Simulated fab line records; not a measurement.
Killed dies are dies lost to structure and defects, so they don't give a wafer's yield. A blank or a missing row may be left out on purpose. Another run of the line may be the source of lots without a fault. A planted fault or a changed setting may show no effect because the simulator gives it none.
Which tool was responsible?	flow nand_harc	Sampling: 24 lots, 72 wafers, 6 of 1302 route steps

WHAT EACH GAUGE READ, for each wafer
NHARC_P_M1_INSPECT_27. Usual: raw_defect_count at 280, with a standard deviation of 96.
lot	measured	on	raw_defect_count	flag
L075	day 7 00:46	defect_inspect-01	144 311 161	
L076	day 7 12:53	defect_inspect-02	320 376 401	
L077	day 7 18:08	defect_inspect-02	183 403 324	
L074	day 7 20:19	defect_inspect-01	193 352 235	
L078	day 8 00:56	defect_inspect-01	155 371 261	
L079	day 8 08:53	defect_inspect-02	340 345 287	
L080	day 8 21:23	defect_inspect-01	438 203 340	
L081	day 9 06:56	defect_inspect-02	116 184 381	
L082	day 9 20:52	defect_inspect-01	369 266 361	
L083	day 10 01:21	defect_inspect-01	234 363 240	
L085	day 10 22:05	defect_inspect-01	362 412 494	
L084	day 11 00:52	defect_inspect-01	276 273 426	
L086	day 11 08:34	defect_inspect-01	221 228 346	
L087	day 12 14:55	defect_inspect-02	158 236 395	
L088	day 12 15:45	defect_inspect-02	275 272 413	
L089	day 13 04:42	defect_inspect-02	246 154 158	
L090	day 13 05:52	defect_inspect-02	153 162 144	
L091	day 13 12:25	defect_inspect-01	288 228 202	
L093	day 14 00:29	defect_inspect-01	277 326 162	
L092	day 14 02:37	defect_inspect-02	182 348 340	
L094	day 14 13:59	defect_inspect-01	299 420 401	
L095	day 15 05:46	defect_inspect-02	333 180 268	
L096	day 15 10:47	defect_inspect-02	227 313 197	
L097	day 15 21:17	defect_inspect-02	331 264 207	

EACH LOT AND THE TOOL THAT RAN IT (in order: tool; ch and the chambers of the sampled wafers; start)
lot	NHARC_P_CONTACT_DEP_30	NHARC_P_CONTACT_DEGAS_38	NHARC_P_CONTACT_CMP_24	NHARC_P_M0_PRE_CLEAN_31	NHARC_P_M1_ETCH_35
L075	pecvd-03 ch 0,2, day 6 11:28	pvd_sputter-03, day 6 14:55	cmp-04 ch 0,1,2, day 6 16:02	pecvd-03 ch 1,2, day 6 20:17	rie_diel-02 ch 0,2,3, day 6 22:13
L076	pecvd-01 ch 1,2, day 7 00:19	pvd_sputter-01, day 7 03:38	cmp-02 ch 0,1,3, day 7 04:44	pecvd-03 ch 0,2, day 7 08:45	rie_diel-09 ch 1,2, day 7 10:21
L077	pecvd-03 ch 0,2, day 7 05:45	pvd_sputter-03, day 7 08:53	cmp-03 ch 0,1,2, day 7 10:02	pecvd-01 ch 0,2, day 7 13:55	rie_diel-12 ch 1,2,3, day 7 15:39
L074	pecvd-02 ch 0,1,2, day 7 07:34	pvd_sputter-03, day 7 10:50	cmp-04 ch 0,2,3, day 7 12:00	pecvd-03 ch 1,2, day 7 16:05	rie_diel-12 ch 0,1,3, day 7 17:49
L078	pecvd-01 ch 0,2, day 7 12:22	pvd_sputter-03, day 7 15:46	cmp-02 ch 1,2, day 7 16:50	pecvd-04 ch 1,2, day 7 20:58	rie_diel-12 ch 1,2,3, day 7 22:26
L079	pecvd-02 ch 1,2, day 7 20:26	pvd_sputter-02, day 7 23:43	cmp-03 ch 0,1,3, day 8 00:50	pecvd-03 ch 0,2, day 8 04:53	rie_diel-09 ch 0,1, day 8 06:20
L080	pecvd-02 ch 0,1,2, day 8 08:41	pvd_sputter-02, day 8 11:54	cmp-04 ch 0,1, day 8 12:59	pecvd-04 ch 0,1,2, day 8 17:18	rie_diel-09 ch 0,3, day 8 18:52
L081	pecvd-02 ch 0,1,2, day 8 18:02	pvd_sputter-02, day 8 21:13	cmp-02 ch 2,3, day 8 22:20	pecvd-04 ch 0,1,2, day 9 02:52	rie_diel-12 ch 0,3, day 9 04:27
L082	pecvd-01 ch 0,1, day 9 08:20	pvd_sputter-03, day 9 11:46	cmp-04 ch 1,2,3, day 9 12:53	pecvd-03 ch 0,1,2, day 9 16:55	rie_diel-12 ch 0,1,3, day 9 18:23
L083	pecvd-03 ch 0,1,2, day 9 12:43	pvd_sputter-02, day 9 16:03	cmp-03 ch 0,1,3, day 9 17:13	pecvd-01 ch 0,2, day 9 21:17	rie_diel-12 ch 0,3, day 9 22:52
L085	pecvd-03 ch 0,1,2, day 10 09:08	pvd_sputter-03, day 10 12:42	cmp-02 ch 1,2,3, day 10 13:53	pecvd-01 ch 0,2, day 10 17:58	rie_diel-12 ch 1,2,3, day 10 19:34
L084	pecvd-01 ch 0,1, day 10 12:09	pvd_sputter-03, day 10 15:44	cmp-04 ch 0,1,3, day 10 16:49	pecvd-04 ch 0,1,2, day 10 20:51	rie_diel-12 ch 1,2,3, day 10 22:20
L086	pecvd-01 ch 0,1,2, day 10 19:49	pvd_sputter-02, day 10 23:16	cmp-04 ch 0,2, day 11 00:22	pecvd-03 ch 1,2, day 11 04:24	rie_diel-09 ch 1,2,3, day 11 06:04
L087	pecvd-02 ch 1,2, day 12 02:05	pvd_sputter-02, day 12 05:24	cmp-02 ch 0,1,2, day 12 06:46	pecvd-01 ch 0,1,2, day 12 10:47	rie_diel-09 ch 0,1, day 12 12:22
L088	pecvd-02 ch 0,1,2, day 12 02:49	pvd_sputter-03, day 12 06:08	cmp-04 ch 0,1,2, day 12 07:16	pecvd-01 ch 0,1,2, day 12 11:40	rie_diel-09 ch 0,1,2, day 12 13:15
L089	pecvd-02 ch 0,2, day 12 15:23	pvd_sputter-03, day 12 19:16	cmp-04 ch 1,2,3, day 12 20:26	pecvd-01 ch 0,2, day 13 00:37	rie_diel-12 ch 0,1,2, day 13 02:12
L090	pecvd-03 ch 0,1, day 12 17:19	pvd_sputter-01, day 12 20:37	cmp-02 ch 0,1,2, day 12 21:46	pecvd-04 ch 0,1,2, day 13 01:54	rie_diel-12 ch 0,1,2, day 13 03:22
L091	pecvd-03 ch 0,1,2, day 12 23:51	pvd_sputter-03, day 13 03:10	cmp-04 ch 1,2,3, day 13 04:19	pecvd-03 ch 0,1, day 13 08:26	rie_diel-12 ch 0,1,3, day 13 09:55
L093	pecvd-02 ch 0,1,2, day 13 11:39	pvd_sputter-01, day 13 15:01	cmp-04 ch 0,3, day 13 16:05	pecvd-03 ch 1,2, day 13 20:32	rie_diel-09 ch 0,1, day 13 22:00
L092	pecvd-01 ch 0,1,2, day 13 14:10	pvd_sputter-03, day 13 17:25	cmp-04 ch 1,2, day 13 18:31	pecvd-01 ch 0,1, day 13 22:31	rie_diel-12 ch 1,2,3, day 14 00:07
L094	pecvd-02 ch 0,2, day 14 00:55	pvd_sputter-03, day 14 04:10	cmp-04 ch 0,1,2, day 14 05:19	pecvd-03 ch 0,1,2, day 14 09:25	rie_diel-12 ch 0,2, day 14 11:01
L095	pecvd-03 ch 0,1,2, day 14 17:22	pvd_sputter-01, day 14 20:28	cmp-04 ch 0,1,3, day 14 21:35	pecvd-01 ch 0,1,2, day 15 01:43	rie_diel-09 ch 0,1, day 15 03:17
L096	pecvd-02 ch 1,2, day 14 21:22	pvd_sputter-03, day 15 00:41	cmp-04 ch 0,1,3, day 15 01:48	pecvd-03 ch 0,1,2, day 15 06:16	rie_diel-09 ch 0,1,3, day 15 07:52
L097	pecvd-03 ch 0,1,2, day 15 08:56	pvd_sputter-02, day 15 12:13	cmp-03 ch 0,1,2, day 15 13:20	pecvd-01 ch 0,2, day 15 17:14	rie_diel-12 ch 0,1,3, day 15 18:49
- NHARC_P_CONTACT_DEP_30: deposits SiNx, target thk 30 nm.
- NHARC_P_CONTACT_DEGAS_38: time 60 s.
- NHARC_P_CONTACT_CMP_24: polishes, t overpolish 30 s, target thk 200 nm.
- NHARC_P_M0_PRE_CLEAN_31: time 12 s.
- NHARC_P_M1_ETCH_35: etches the open film in N2/H2, target depth 40 nm, overetch 12 nm, time 43.94 s.

AS READ BY THE TOOLS THEMSELVES (means over the sampled wafers that have a number; for cases with no such wafer, the mark the record gives instead)
NHARC_P_CONTACT_DEP_30. Usual: heater_power_w 712 W, standard deviation 75; rf_fwd_power_W 448.9 W, standard deviation 1.6.
lot	tool	heater_power_w (W)	rf_fwd_power_W (W)	flag
L075	pecvd-03	738	448.1	
L076	pecvd-01	816	448.3	
L077	pecvd-03	748	448.0	
L074	pecvd-02	678	448.5	
L078	pecvd-01	775	450.4	
L079	pecvd-02	641	448.8	
L080	pecvd-02	682	449.6	
L081	pecvd-02	675	449.2	
L082	pecvd-01	802	447.0	
L083	pecvd-03	662	448.7	
L085	pecvd-03	670	448.0	
L084	pecvd-01	809	448.5	
L086	pecvd-01	714	450.7	
L087	pecvd-02	759	449.2	
L088	pecvd-02	690	448.9	
L089	pecvd-02	731	449.8	
L090	pecvd-03	612	448.1	
L091	pecvd-03	710	448.5	
L093	pecvd-02	716	449.4	
L092	pecvd-01	802	448.8	
L094	pecvd-02	746	450.9	
L095	pecvd-03	647	449.0	
L096	pecvd-02	756	448.8	
L097	pecvd-03	679	448.1	

NHARC_P_CONTACT_DEGAS_38. Usual: heater_power_w at 458 W, with a standard deviation of 45.
lot	tool	heater_power_w (W)	flag
L075	pvd_sputter-03	479	
L076	pvd_sputter-01	470	
L077	pvd_sputter-03	453	
L074	pvd_sputter-03	454	
L078	pvd_sputter-03	475	
L079	pvd_sputter-02	478	
L080	pvd_sputter-02	459	
L081	pvd_sputter-02	467	
L082	pvd_sputter-03	475	
L083	pvd_sputter-02	476	
L085	pvd_sputter-03	455	
L084	pvd_sputter-03	425	
L086	pvd_sputter-02	467	
L087	pvd_sputter-02	446	
L088	pvd_sputter-03	446	
L089	pvd_sputter-03	472	
L090	pvd_sputter-01	461	
L091	pvd_sputter-03	443	
L093	pvd_sputter-01	486	
L092	pvd_sputter-03	440	
L094	pvd_sputter-03	500	
L095	pvd_sputter-01	467	
L096	pvd_sputter-03	456	
L097	pvd_sputter-02	481	

NHARC_P_CONTACT_CMP_24. Usual: motor_current_A 11.7 A, standard deviation 1.1; overpolish_run_s 30.000 s, standard deviation 0.009; slurry_flow_ml_min 150.0, standard deviation 0.51; time_to_endpoint_s 38.4 s, standard deviation 2.1.
lot	tool	motor_current_A (A)	overpolish_run_s (s)	slurry_flow_ml_min	time_to_endpoint_s (s)	flag
L075	cmp-04	11.7	29.996	149.8	41.6	
L076	cmp-02	12.7	29.999	150.0	37.9	
L077	cmp-03	11.8	29.991	149.5	38.1	
L074	cmp-04	12.0	30.003	149.9	39.1	
L078	cmp-02	11.3	30.010	150.2	38.1	
L079	cmp-03	12.0	30.005	149.9	39.5	
L080	cmp-04	11.3	30.003	149.7	38.2	
L081	cmp-02	11.5	30.002	150.9	38.8	
L082	cmp-04	11.7	29.998	149.8	37.9	
L083	cmp-03	12.5	30.004	149.6	38.3	
L085	cmp-02	11.7	29.995	150.1	37.5	
L084	cmp-04	10.9	29.996	150.0	38.8	
L086	cmp-04	12.4	30.002	150.2	38.3	
L087	cmp-02	11.8	29.993	150.0	39.2	
L088	cmp-04	12.0	29.999	150.0	35.6	
L089	cmp-04	11.6	30.005	150.0	38.4	
L090	cmp-02	11.6	29.998	150.3	38.5	
L091	cmp-04	11.7	30.002	149.9	36.8	
L093	cmp-04	11.5	30.008	149.9	35.4	
L092	cmp-04	11.2	30.004	149.7	38.6	
L094	cmp-04	11.8	30.000	149.5	37.5	
L095	cmp-04	11.0	29.992	149.9	39.7	
L096	cmp-04	11.3	30.002	150.1	42.1	
L097	cmp-03	12.2	29.999	149.9	39.0	

NHARC_P_M0_PRE_CLEAN_31. Usual: heater_power_w 655 W, standard deviation 74; rf_fwd_power_W 292.6 W, standard deviation 0.91.
lot	tool	heater_power_w (W)	rf_fwd_power_W (W)	flag
L075	pecvd-03	581	292.5	
L076	pecvd-03	671	293.3	
L077	pecvd-01	701	292.3	
L074	pecvd-03	578	293.0	
L078	pecvd-04	667	292.3	
L079	pecvd-03	660	292.6	
L080	pecvd-04	706	292.3	
L081	pecvd-04	661	293.1	
L082	pecvd-03	615	292.7	
L083	pecvd-01	631	292.4	
L085	pecvd-01	643	292.1	
L084	pecvd-04	681	292.2	
L086	pecvd-03	574	293.9	
L087	pecvd-01	669	292.4	
L088	pecvd-01	691	292.0	
L089	pecvd-01	657	292.9	
L090	pecvd-04	691	292.5	
L091	pecvd-03	580	293.0	
L093	pecvd-03	642	293.1	
L092	pecvd-01	700	291.9	
L094	pecvd-03	565	292.3	
L095	pecvd-01	741	292.3	
L096	pecvd-03	629	293.0	
L097	pecvd-01	715	292.2	

NHARC_P_M1_ETCH_35. Usual: value, then standard deviation, for each; chamber_pressure_mTorr 29.998 mTorr / 0.024; drypump_motor_current_A 5.8 A / 0.34; oes_product_au 1.001 a.u. / 0.0084; rf_fwd_power_W 394.4 W / 2; rf_vpp_V 430.1 V / 2.7; showerhead_plenum_p_Torr 2.02 Torr / 0.094; throttle_valve_pct 14.171 % / 0.0094.
lot	tool	chamber_pressure_mTorr (mTorr)	drypump_motor_current_A (A)	oes_product_au (a.u.)	rf_fwd_power_W (W)	rf_vpp_V (V)	showerhead_plenum_p_Torr (Torr)	throttle_valve_pct (%)	flag
L075	rie_diel-02	30.005	6.0	1.002	396.2	430.1	1.99	14.176	
L076	rie_diel-09	30.015	6.4	1.003	391.8	433.5	2.13	14.165	
L077	rie_diel-12	29.984	5.6	1.005	394.0	430.6	2.05	14.163	
L074	rie_diel-12	30.003	5.6	1.004	394.5	428.6	2.00	14.171	
L078	rie_diel-12	29.984	5.6	1.006	394.9	431.0	2.05	14.173	
L079	rie_diel-09	30.019	5.9	1.003	393.7	432.0	2.08	14.167	
L080	rie_diel-09	30.010	6.1	1.001	393.8	427.6	1.93	14.169	
L081	rie_diel-12	29.994	5.6	0.995	395.1	427.4	1.93	14.176	
L082	rie_diel-12	29.995	5.6	0.998	394.5	429.2	2.00	14.164	
L083	rie_diel-12	29.993	5.6	0.993	396.8	427.8	1.93	14.167	
L085	rie_diel-12	30.019	5.6	1.001	394.6	430.6	2.05	14.168	
L084	rie_diel-12	30.004	5.6	0.998	394.8	429.8	2.05	14.173	
L086	rie_diel-09	30.007	6.3	1.011	393.5	430.5	2.05	14.171	
L087	rie_diel-09	30.015	5.9	1.008	393.8	431.4	2.08	14.173	
L088	rie_diel-09	30.006	6.1	1.002	395.3	431.4	2.07	14.166	
L089	rie_diel-12	29.997	5.5	0.998	396.7	431.3	2.05	14.165	
L090	rie_diel-12	29.995	5.5	1.005	395.4	430.9	2.05	14.173	
L091	rie_diel-12	29.987	5.6	0.997	394.9	428.9	2.00	14.173	
L093	rie_diel-09	29.970	5.9	1.009	394.0	431.5	2.08	14.159	
L092	rie_diel-12	29.996	5.6	0.990	393.2	430.9	2.05	14.181	
L094	rie_diel-12	29.997	5.6	0.994	393.9	430.2	2.04	14.169	
L095	rie_diel-09	29.983	5.9	0.997	396.4	431.5	2.08	14.174	
L096	rie_diel-09	29.999	6.0	1.002	395.0	428.8	2.00	14.184	
L097	rie_diel-12	29.987	5.6	1.000	394.6	429.0	2.00	14.170	

THE ANSWER, worked out from the rows above alone
Rule: a lot is off if the mean of its wafers that have a number lies more than 3 standard deviations from the usual mean. Also off: a lot with no number at a reading for which 4 or more lots have one. Where the step has rows for the other lots, those lots are counted as sound. Order of review: gauges by route order, followed by the tools' own readings, for which a lot's mean as printed above is used. The first step at which some lot is off is used, and at that step the reading that is off furthest; a lot without a number counts as furthest.
None of the lots is off at any reading shown; this tells nothing.

WHAT HAD BEEN PUT IN BY THE SIMULATOR
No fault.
